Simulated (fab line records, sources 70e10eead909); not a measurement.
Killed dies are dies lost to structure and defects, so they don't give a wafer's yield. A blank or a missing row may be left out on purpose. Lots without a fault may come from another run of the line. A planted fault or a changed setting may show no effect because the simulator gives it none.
Which tool did it? | flow nand_harc | 24 lots, 72 wafers sampled, at 6 steps of a route of 1302

WHAT THE GAUGES READ, wafer by wafer
NHARC_P_GATE_CD_MEAS_91: target cd 2000 nm. Usual: cd_nm 2000.6 nm, standard deviation 1.9.
lot  | measured     | on        | cd_nm (nm)           | flag
L074 | day 5 19:20  | cd_sem-03 | 2000.7 2000.4 2000.5 |
L075 | day 5 19:31  | cd_sem-02 | 2000.1 2002.5 1998.7 |
L076 | day 6 07:45  | cd_sem-01 | 2002.2 2002.8 2000.1 |
L077 | day 6 20:58  | cd_sem-02 | 2001.2 2000.9 2002.4 |
L078 | day 7 06:28  | cd_sem-01 | 2001.2 1999.8 1999.4 |
L079 | day 7 16:13  | cd_sem-03 | 1998.9 1997.2 1999.2 |
L080 | day 8 04:34  | cd_sem-02 | 2000.4 1998.2 1998.4 |
L081 | day 8 11:14  | cd_sem-02 | 2002.8 2001.6 2003.9 |
L082 | day 8 23:40  | cd_sem-03 | 1997.2 1997.2 1995.0 |
L083 | day 9 08:50  | cd_sem-01 | 1999.0 1997.0 1997.6 |
L084 | day 10 01:13 | cd_sem-01 | 2000.9 2000.7 2000.6 |
L085 | day 10 03:37 | cd_sem-02 | 2000.7 2002.1 2001.6 |
L086 | day 10 12:05 | cd_sem-03 | 1998.3 1998.5 1998.5 |
L087 | day 11 02:07 | cd_sem-02 | 2000.8 2001.8 2003.7 |
L088 | day 11 20:19 | cd_sem-02 | 1999.1 2000.6 2001.7 |
L089 | day 11 20:48 | cd_sem-03 | 2001.4 2000.9 2000.2 |
L090 | day 12 13:47 | cd_sem-03 | 1998.9 1997.1 2000.3 |
L091 | day 12 23:17 | cd_sem-02 | 1999.9 1998.2 2002.2 |
L092 | day 12 23:32 | cd_sem-01 | 2002.9 2001.1 2003.7 |
L093 | day 13 13:12 | cd_sem-03 | 1998.9 2001.9 2000.4 |
L094 | day 14 01:33 | cd_sem-03 | 1999.1 2002.7 2004.2 |
L095 | day 14 08:53 | cd_sem-03 | 2000.2 1999.0 2000.6 |
L096 | day 14 23:07 | cd_sem-03 | 1999.2 1999.1 1998.9 |
L097 | day 15 03:43 | cd_sem-01 | 2002.5 2001.5 2000.6 |

NHARC_P_CONTACT_INSPECT_14. Usual: raw_defect_count 4.2, standard deviation 2.3.
lot  | measured     | on                | raw_defect_count | flag
L074 | day 6 00:09  | defect_inspect-01 | 5 11 3           |
L075 | day 6 00:20  | defect_inspect-02 | 1 5 3            |
L076 | day 6 12:32  | defect_inspect-02 | 3 7 2            |
L077 | day 7 01:40  | defect_inspect-02 | 3 3 4            |
L078 | day 7 11:25  | defect_inspect-01 | 6 5 8            |
L079 | day 7 20:56  | defect_inspect-02 | 4 6 4            |
L080 | day 8 10:23  | defect_inspect-02 | 3 3 6            |
L081 | day 8 16:02  | defect_inspect-01 | 3 2 3            |
L082 | day 9 08:16  | defect_inspect-02 | 2 3 1            |
L083 | day 9 13:38  | defect_inspect-01 | 3 4 1            |
L084 | day 10 05:53 | defect_inspect-01 | 1 2 4            |
L085 | day 10 08:19 | defect_inspect-02 | 5 2 4            |
L086 | day 10 19:38 | defect_inspect-02 | 10 7 8           |
L087 | day 11 06:56 | defect_inspect-02 | 3 4 5            |
L088 | day 12 01:08 | defect_inspect-02 | 8 5 4            |
L089 | day 12 01:37 | defect_inspect-01 | 2 1 4            |
L090 | day 12 18:34 | defect_inspect-01 | 3 3 4            |
L091 | day 13 03:58 | defect_inspect-01 | 4 11 3           |
L092 | day 13 04:25 | defect_inspect-02 | 2 3 7            |
L093 | day 13 17:55 | defect_inspect-02 | 5 6 3            |
L094 | day 14 06:27 | defect_inspect-01 | 1 1 4            |
L095 | day 14 13:43 | defect_inspect-01 | 6 5 2            |
L096 | day 15 04:06 | defect_inspect-02 | 8 5 7            |
L097 | day 15 08:33 | defect_inspect-02 | 4 1 4            |

NHARC_P_CONTACT_INSPECT_27. Usual: raw_defect_count 300, standard deviation 110.
lot  | measured     | on                | raw_defect_count | flag
L074 | day 6 03:17  | defect_inspect-01 | 212 319 253      |
L075 | day 6 03:28  | defect_inspect-01 | 547 334 322      |
L076 | day 6 15:43  | defect_inspect-01 | 293 408 325      |
L077 | day 7 04:47  | defect_inspect-02 | 238 400 277      |
L078 | day 7 14:34  | defect_inspect-02 | 292 165 172      |
L079 | day 8 00:37  | defect_inspect-02 | 291 403 345      |
L080 | day 8 13:32  | defect_inspect-02 | 361 697 269      |
L081 | day 8 19:26  | defect_inspect-01 | 313 542 416      |
L082 | day 9 11:28  | defect_inspect-01 | 343 438 285      |
L083 | day 9 16:47  | defect_inspect-01 | 232 200 216      |
L084 | day 10 09:32 | defect_inspect-02 | 157 215 166      |
L085 | day 10 11:36 | defect_inspect-01 | 241 219 127      |
L086 | day 10 22:51 | defect_inspect-01 | 398 301 230      |
L087 | day 11 10:04 | defect_inspect-01 | 382 393 307      |
L088 | day 12 04:18 | defect_inspect-02 | 202 333 538      |
L089 | day 12 04:50 | defect_inspect-01 | 233 213 264      |
L090 | day 12 22:06 | defect_inspect-02 | 238 289 133      |
L091 | day 13 07:08 | defect_inspect-01 | 256 229 313      |
L092 | day 13 07:40 | defect_inspect-01 | 200 222 150      |
L093 | day 13 21:04 | defect_inspect-02 | 189 213 180      |
L094 | day 14 09:37 | defect_inspect-01 | 395 337 210      |
L095 | day 14 16:53 | defect_inspect-01 | 226 198 215      |
L096 | day 15 21:01 | defect_inspect-02 | 557 278 271      |
L097 | day 15 21:53 | defect_inspect-01 | 219 313 327      |

WHICH TOOL RAN EACH LOT (tool, then ch and the chambers of the sampled wafers, then the start)
lot  | NHARC_P_GATE_STRIP_95                | NHARC_P_CONTACT_ETCH_31                       | NHARC_P_CONTACT_CMP_24
L074 | plasma_asher-02 ch 0,1, day 5 20:35  | rie_diel-12 ch 0,1,2, day 6 02:55 or earlier  | cmp-02 ch 0,1,2, day 6 02:55
L075 | plasma_asher-01 ch 1, day 5 20:46    | rie_diel-02 ch 0,1,3, day 6 03:05 or earlier  | cmp-03 ch 0,1,3, day 6 03:05
L076 | plasma_asher-01 ch 0,1, day 6 09:01  | rie_diel-02 ch 2,3, day 6 15:19 or earlier    | cmp-04 ch 0,1,3, day 6 15:19
L077 | plasma_asher-02 ch 0,1, day 6 22:13  | rie_diel-06 ch 1,2,3, day 7 04:23 or earlier  | cmp-04 ch 2,3, day 7 04:23
L078 | plasma_asher-01 ch 0,1, day 7 07:53  | rie_diel-06 ch 2,3, day 7 14:13 or earlier    | cmp-02 ch 0,2,3, day 7 14:13
L079 | plasma_asher-02 ch 0,1, day 7 17:31  | rie_diel-02 ch 1,2,3, day 8 00:13 or earlier  | cmp-04 ch 1,2,3, day 8 00:13
L080 | plasma_asher-02 ch 0,1, day 8 06:22  | rie_diel-06 ch 1,2,3, day 8 13:08 or earlier  | cmp-04 ch 2,3, day 8 13:08
L081 | plasma_asher-02 ch 0,1, day 8 12:29  | rie_diel-02 ch 1,2,3, day 8 19:02 or earlier  | cmp-03 ch 0,1,2, day 8 19:02
L082 | plasma_asher-01 ch 0,1, day 9 00:56  | rie_diel-12 ch 0,1,2, day 9 11:04 or earlier  | cmp-04 ch 1,2,3, day 9 11:04
L083 | plasma_asher-01 ch 0,1, day 9 10:04  | rie_diel-12 ch 0,1,3, day 9 16:24 or earlier  | cmp-04 ch 0,1,3, day 9 16:24
L084 | plasma_asher-02 ch 0,1, day 10 02:27 | rie_diel-06 ch 0,1,2, day 10 07:12            | cmp-02 ch 0,3, day 10 09:08
L085 | plasma_asher-01 ch 0,1, day 10 04:53 | rie_diel-06 ch 0,2,3, day 10 11:12 or earlier | cmp-04 ch 0,1, day 10 11:12
L086 | plasma_asher-01 ch 0,1, day 10 15:58 | rie_diel-12 ch 0,2,3, day 10 22:26 or earlier | cmp-02 ch 0,1,2, day 10 22:26
L087 | plasma_asher-02 ch 0,1, day 11 03:22 | rie_diel-06 ch 0,1,3, day 11 09:44 or earlier | cmp-03 ch 0,1,3, day 11 09:44
L088 | plasma_asher-01 ch 0,1, day 11 21:34 | rie_diel-12 ch 0,1,2, day 12 03:55 or earlier | cmp-03 ch 0,1,3, day 12 03:55
L089 | plasma_asher-02 ch 0,1, day 11 22:03 | rie_diel-02 ch 0,1, day 12 04:26 or earlier   | cmp-04 ch 0,2, day 12 04:26
L090 | plasma_asher-02 ch 0,1, day 12 15:02 | rie_diel-12 ch 0,3, day 12 21:44 or earlier   | cmp-02 ch 0,1,2, day 12 21:44
L091 | plasma_asher-01 ch 1, day 13 00:31   | rie_diel-06 ch 0,1,2, day 13 06:47 or earlier | cmp-03 ch 1,2,3, day 13 06:47
L092 | plasma_asher-02 ch 0,1, day 13 00:47 | rie_diel-02 ch 1,2,3, day 13 07:16 or earlier | cmp-04 ch 1,2, day 13 07:16
L093 | plasma_asher-01 ch 0,1, day 13 14:28 | rie_diel-12 ch 0,1,2, day 13 20:41 or earlier | cmp-02 ch 0,2,3, day 13 20:41
L094 | plasma_asher-02 ch 0,1, day 14 02:49 | rie_diel-06 ch 0,1,2, day 14 09:13 or earlier | cmp-04 ch 1,2,3, day 14 09:13
L095 | plasma_asher-02 ch 0,1, day 14 10:08 | rie_diel-02 ch 0,2, day 14 16:31 or earlier   | cmp-03 ch 0,1,3, day 14 16:31
L096 | plasma_asher-02 ch 0,1, day 15 00:23 | rie_diel-06 ch 1,2, day 15 20:40 or earlier   | cmp-03 ch 1,2,3, day 15 20:40
L097 | plasma_asher-01 ch 0,1, day 15 04:58 | rie_diel-12 ch 0,3, day 15 21:29 or earlier   | cmp-02 ch 0,1,3, day 15 21:29
- NHARC_P_GATE_STRIP_95: strips in O2.
- NHARC_P_CONTACT_ETCH_31: etches the open film in CH3F/O2, target depth 30 nm, time 85.7 s.
- NHARC_P_CONTACT_CMP_24: polishes, t overpolish 30 s, target thk 200 nm.

WHAT THE TOOLS THEMSELVES READ (means of the sampled wafers that have a number; where no wafer has one, the mark that the record gives instead)
NHARC_P_GATE_STRIP_95. Usual: drypump_motor_current_A 5.7 A, standard deviation 0.34; heater_power_w 355 W, standard deviation 35; rf_refl_power_W 19 W, standard deviation 3.3.
lot  | tool            | drypump_motor_current_A (A) | heater_power_w (W) | rf_refl_power_W (W) | flag
L074 | plasma_asher-02 | 5.4                         | 338                | 20                  |
L075 | plasma_asher-01 | 5.9                         | 400                | 18                  |
L076 | plasma_asher-01 | 6.1                         | 361                | 18                  |
L077 | plasma_asher-02 | 5.4                         | 339                | 21                  |
L078 | plasma_asher-01 | 6.1                         | 361                | 18                  |
L079 | plasma_asher-02 | 5.4                         | 339                | 21                  |
L080 | plasma_asher-02 | 5.4                         | 332                | 18                  |
L081 | plasma_asher-02 | 5.4                         | 336                | 17                  |
L082 | plasma_asher-01 | 6.1                         | 366                | 19                  |
L083 | plasma_asher-01 | 6.0                         | 394                | 18                  |
L084 | plasma_asher-02 | 5.4                         | 328                | 18                  |
L085 | plasma_asher-01 | 6.1                         | 367                | 19                  |
L086 | plasma_asher-01 | 6.1                         | 379                | 18                  |
L087 | plasma_asher-02 | 5.4                         | 334                | 21                  |
L088 | plasma_asher-01 | 6.0                         | 394                | 18                  |
L089 | plasma_asher-02 | 5.4                         | 327                | 18                  |
L090 | plasma_asher-02 | 5.4                         | 324                | 18                  |
L091 | plasma_asher-01 | 5.9                         | 421                | 18                  |
L092 | plasma_asher-02 | 5.4                         | 330                | 21                  |
L093 | plasma_asher-01 | 6.0                         | 400                | 18                  |
L094 | plasma_asher-02 | 5.4                         | 327                | 18                  |
L095 | plasma_asher-02 | 5.4                         | 334                | 20                  |
L096 | plasma_asher-02 | 5.4                         | 329                | 20                  |
L097 | plasma_asher-01 | 6.0                         | 394                | 18                  |

NHARC_P_CONTACT_ETCH_31. Usual: drypump_motor_current_A 5.7 A, standard deviation 0.43; oes_product_au 0.980 a.u., standard deviation 0.016; rf_vpp_V 244.4 V, standard deviation 1.3; showerhead_plenum_p_Torr 2.47 Torr, standard deviation 0.078; throttle_valve_pct 20.664 %, standard deviation 0.0095.
lot  | tool        | drypump_motor_current_A (A) | oes_product_au (a.u.) | rf_vpp_V (V) | showerhead_plenum_p_Torr (Torr) | throttle_valve_pct (%) | flag
L074 | rie_diel-12 | 5.6                         | 0.995                 | 244.5        | 2.49                            | 20.666                 |
L075 | rie_diel-02 | 5.7                         | 0.976                 | 244.6        | 2.49                            | 20.657                 |
L076 | rie_diel-02 | 5.9                         | 0.975                 | 246.0        | 2.55                            | 20.672                 |
L077 | rie_diel-06 | 5.5                         | 0.996                 | 244.1        | 2.44                            | 20.656                 |
L078 | rie_diel-06 | 5.6                         | 0.980                 | 244.1        | 2.47                            | 20.668                 |
L079 | rie_diel-02 | 5.8                         | 0.981                 | 246.0        | 2.57                            | 20.664                 |
L080 | rie_diel-06 | 5.5                         | 0.991                 | 244.0        | 2.44                            | 20.666                 |
L081 | rie_diel-02 | 5.8                         | 0.977                 | 246.0        | 2.57                            | 20.665                 |
L082 | rie_diel-12 | 5.6                         | 0.963                 | 245.1        | 2.49                            | 20.654                 |
L083 | rie_diel-12 | 5.6                         | 0.988                 | 244.7        | 2.47                            | 20.668                 |
L084 | rie_diel-06 | 5.6                         | 1.006                 | 244.4        | 2.45                            | 20.668                 |
L085 | rie_diel-06 | 5.5                         | 0.976                 | 245.7        | 2.49                            | 20.661                 |
L086 | rie_diel-12 | 6.1                         | 0.983                 | 244.6        | 2.44                            | 20.660                 |
L087 | rie_diel-06 | 5.4                         | 0.985                 | 244.4        | 2.46                            | 20.662                 |
L088 | rie_diel-12 | 5.6                         | 0.990                 | 244.0        | 2.49                            | 20.668                 |
L089 | rie_diel-02 | 5.3                         | 0.975                 | 244.0        | 2.44                            | 20.661                 |
L090 | rie_diel-12 | 6.0                         | 0.999                 | 243.6        | 2.42                            | 20.663                 |
L091 | rie_diel-06 | 5.6                         | 0.983                 | 243.6        | 2.45                            | 20.676                 |
L092 | rie_diel-02 | 5.8                         | 0.977                 | 246.0        | 2.57                            | 20.671                 |
L093 | rie_diel-12 | 5.6                         | 0.974                 | 245.0        | 2.49                            | 20.662                 |
L094 | rie_diel-06 | 5.6                         | 0.978                 | 244.4        | 2.45                            | 20.656                 |
L095 | rie_diel-02 | 5.1                         | 0.955                 | 244.5        | 2.46                            | 20.669                 |
L096 | rie_diel-06 | 5.6                         | 0.956                 | 243.6        | 2.40                            | 20.661                 |
L097 | rie_diel-12 | 5.9                         | 0.998                 | 244.7        | 2.48                            | 20.658                 |

NHARC_P_CONTACT_CMP_24. Usual: edge_zone_pressure_frac 1.000, standard deviation 0.0052; motor_current_A 11.7 A, standard deviation 1.5; overpolish_run_s 30.000 s, standard deviation 0.0091; time_to_endpoint_s 41.3 s, standard deviation 2.4.
lot  | tool   | edge_zone_pressure_frac | motor_current_A (A) | overpolish_run_s (s) | time_to_endpoint_s (s) | flag
L074 | cmp-02 | 1.005                   | 11.4                | 30.002               | 40.5                   |
L075 | cmp-03 | 1.000                   | 11.7                | 30.004               | 39.5                   |
L076 | cmp-04 | 0.999                   | 12.1                | 29.996               | 39.4                   |
L077 | cmp-04 | 0.998                   | 12.4                | 29.984               | 38.1                   |
L078 | cmp-02 | 1.003                   | 12.6                | 30.004               | 41.3                   |
L079 | cmp-04 | 1.002                   | 11.3                | 30.002               | 42.3                   |
L080 | cmp-04 | 0.995                   | 11.1                | 30.002               | 41.9                   |
L081 | cmp-03 | 1.006                   | 11.8                | 30.002               | 41.5                   |
L082 | cmp-04 | 1.004                   | 11.4                | 30.009               | 42.0                   |
L083 | cmp-04 | 1.001                   | 12.3                | 30.000               | 40.5                   |
L084 | cmp-02 | 1.004                   | 12.8                | 30.008               | 42.5                   |
L085 | cmp-04 | 1.000                   | 11.1                | 29.999               | 40.2                   |
L086 | cmp-02 | 0.999                   | 11.6                | 29.995               | 42.9                   |
L087 | cmp-03 | 1.001                   | 11.4                | 30.000               | 42.7                   |
L088 | cmp-03 | 0.999                   | 11.7                | 30.008               | 41.3                   |
L089 | cmp-04 | 1.000                   | 10.7                | 30.008               | 43.8                   |
L090 | cmp-02 | 1.001                   | 11.4                | 29.999               | 40.1                   |
L091 | cmp-03 | 1.000                   | 11.3                | 30.003               | 41.4                   |
L092 | cmp-04 | 1.002                   | 10.3                | 30.000               | 46.9                   |
L093 | cmp-02 | 1.002                   | 13.0                | 30.000               | 42.0                   |
L094 | cmp-04 | 0.990                   | 11.9                | 29.995               | 42.2                   |
L095 | cmp-03 | 1.002                   | 11.8                | 29.995               | 38.4                   |
L096 | cmp-03 | 0.995                   | 11.1                | 30.001               | 40.4                   |
L097 | cmp-02 | 1.003                   | 11.5                | 30.000               | 41.7                   |

THE ANSWER, worked out from the rows above alone
Rule: a lot is off if the mean of its wafers that have a number lies more than 3 standard deviations from the usual mean. A lot without any number at a reading at which 4 lots or more have one is off too. The other lots that the step has rows for count as sound. The gauges are gone through in route order, then the tools' own readings, and for those a lot's mean is taken as printed above. The first step at which some lot is off is used, and at that step the reading that is off furthest; a lot without a number counts as furthest.
No lot is off at any reading shown: from this, nothing can be told.

WHAT THE SIMULATOR HAD PUT IN
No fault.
